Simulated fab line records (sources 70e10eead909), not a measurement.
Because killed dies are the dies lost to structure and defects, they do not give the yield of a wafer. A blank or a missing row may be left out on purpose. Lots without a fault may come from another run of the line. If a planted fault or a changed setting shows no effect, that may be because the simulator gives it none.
Problem report in the 8D (eight disciplines) form, filled by code + flow nand-harc + the parts of the form that need people (team, actions taken, sign-off) are left out

1. PROBLEM STATEMENT
Mean of killed-dies at NHARC_END_SORT_01: 121 across 3 wafers in 2 lots; on wafers with no fault it is 32 (standard deviation 12). Relative to the usual mean, that is a shift of +7.4 standard deviations.
First observed at day 22 02:25: wafer L899.4, on prober-02. At this step, 6 wafers from 2 lots have a number in the record. The rule behind "out" and "out of limits": a value lying over 4 standard deviations away from the usual mean. The rest of the wafers with a number are treated as sound.

2. WHAT IT IS, AND WHAT IT ISN'T
| question                    | is                           | is not                                                                  |
|-----------------------------|------------------------------|-------------------------------------------------------------------------|
| which readings at this step | killed-dies, killed-at-array | killed-at-periphery, killed-open, killed-short                          |
| which lots                  | L899, L903                   | -                                                                       |
| which wafers of those lots  | L899.4, L903.4, L903.5       | L899.1, L899.5, L903.6                                                  |
| read on which gauges        | prober-01, prober-02         | -                                                                       |
| when                        | from day 22 02:25            | up to then (1 sound wafer); but 2 sound wafers of L899, L903 came after |

3. SUSPECTS, AND WHAT RULES EACH OUT
Counting: if a tool at a process step up to the reading ran every lot that is out, it stays a suspect. Sound lots after the first of them don't rule it out here, since some wafers of a struck lot are sound.
- the gauge at NHARC_END_SORT_01 has been ruled out. Those wafers that are out were read across 2 gauges (prober-01, prober-02).
- rie-diel-02 at NHARC_A_STAIRCASE_TRIM_12 (chemistry O2, time 211.2 s): kept. It ran every lot that is out, first L899 (day 13 20:55).
- pvd-sputter-03 at NHARC_THIN_TSV_PVD_19 (deposits TaN, target thk 20 nm): kept. It ran every lot that is out, first L899 (day 21 14:14). Because NHARC_THIN_TSV_PVD_19 lacks a start for some lots, the hours and order of its lots are taken from NHARC_THIN_TSV_PRE_CLEAN_54.
- In rie-diel-02 at NHARC_A_STAIRCASE_TRIM_12, the wafers that are out were processed in chamber 0 and their sound lot-mates in chambers 1, 2.
Remaining after the count are rie-diel-02 at NHARC_A_STAIRCASE_TRIM_12 and pvd-sputter-03 at NHARC_THIN_TSV_PVD_19.

4. THE CAUSE (what the simulator had put in)
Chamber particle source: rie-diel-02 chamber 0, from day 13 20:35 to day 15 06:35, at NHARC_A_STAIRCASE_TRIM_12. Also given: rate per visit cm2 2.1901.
This tool is one of the 2 suspects left after counting.

5. THE CHAIN OF EFFECTS, in route order
Each row: a reading where the mean over the struck wafers with a number is more than 3 standard deviations away from the usual. Only readings for which the record gives a usual standard deviation are gone through. hours: the time from each lot's start at the first step in this table that gives one to its start at this step, as a median over the lots. sigmas: the change in usual standard deviations.
| hours | step              | reading         | usual | on struck wafers | change | sigmas |
|-------|-------------------|-----------------|-------|------------------|--------|--------|
| 0     | NHARC_END_SORT_01 | killed-at-array | 28    | 114              | +86    | +7.2   |
| 0     | NHARC_END_SORT_01 | killed-dies     | 32    | 121              | +89    | +7.4   |

6. WHAT WOULD HAVE CAUGHT IT SOONER
Counted from the fault's start at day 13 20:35, it took 198 hours until the first out-of-limits reading at a measuring or inspecting step in this record, taken at day 22 02:25.
No tool reading at NHARC_A_STAIRCASE_TRIM_12 that has a usual standard deviation in the record was out on any struck wafer, so an alarm limit of 4 standard deviations on those readings would not have fired.
By day 22 02:25, every lot that is out (2) had started NHARC_A_STAIRCASE_TRIM_12 on rie-diel-02. Had the tool been put on hold then, not one of them would have been saved.
